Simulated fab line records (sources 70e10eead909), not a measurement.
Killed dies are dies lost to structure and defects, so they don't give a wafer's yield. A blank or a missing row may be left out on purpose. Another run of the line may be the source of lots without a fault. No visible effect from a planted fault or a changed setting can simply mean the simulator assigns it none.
Chamber matching ; flow nandHarc ; rieDiel-07 running NHARC_A_SLIT_ETCH_24: 4 sister chambers
The step etches the open film in CF4/CHF3, target depth 121 nm, time 60.5 s. 8 wafers are shown with their chamber, then 7 later ones without.

EACH WAFER AND ITS CHAMBER
wafer;chamber;drypumpMotorCurrentA (A);rfVppV (V)
L078.5;2;6.1;372.8
L080.2;3;6.3;369.7
L080.3;2;6.1;372.8
L084.1;0;5.5;370.0
L084.4;1;5.4;367.0
L084.5;0;5.5;370.9
L085.1;1;5.3;370.7
L085.2;3;6.3;369.3

WAFERS WITHOUT THEIR CHAMBER
wafer;drypumpMotorCurrentA (A);rfVppV (V)
L085.4;5.5;369.0
L089.2;6.3;370.0
L089.3;5.5;372.0
L089.6;6.1;371.5
L091.2;6.1;373.1
L091.3;5.4;369.2
L091.4;6.4;370.4

THE CHAMBER EACH PASSED THROUGH
wafer;from the rows above;in truth
L085.4;0;0
L089.2;3;3
L089.3;0;0
L089.6;2;2
L091.2;2;2
L091.3;can't be placed: 1 or 0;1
L091.4;3;3
Correctly placed: 6 of 7. From these rows, 1 cannot be placed; in 1 the true chamber is one of the candidates. 0 placed wrongly.
How it was worked out, from the rows above alone: a wafer's distance from a chamber is the root of the sum, over the readings, of the square of ((its reading less the chamber's mean) divided by the reading's scatter). If the next closest chamber is less than 2 further off than the closest, the wafer can't be placed; otherwise it belongs to the closest. The mean given for a chamber averages the wafers shown for that chamber. The scatter: the root of (the sum of the squares of (reading less its chamber's mean) over the shown wafers, divided by (wafers less chambers)).
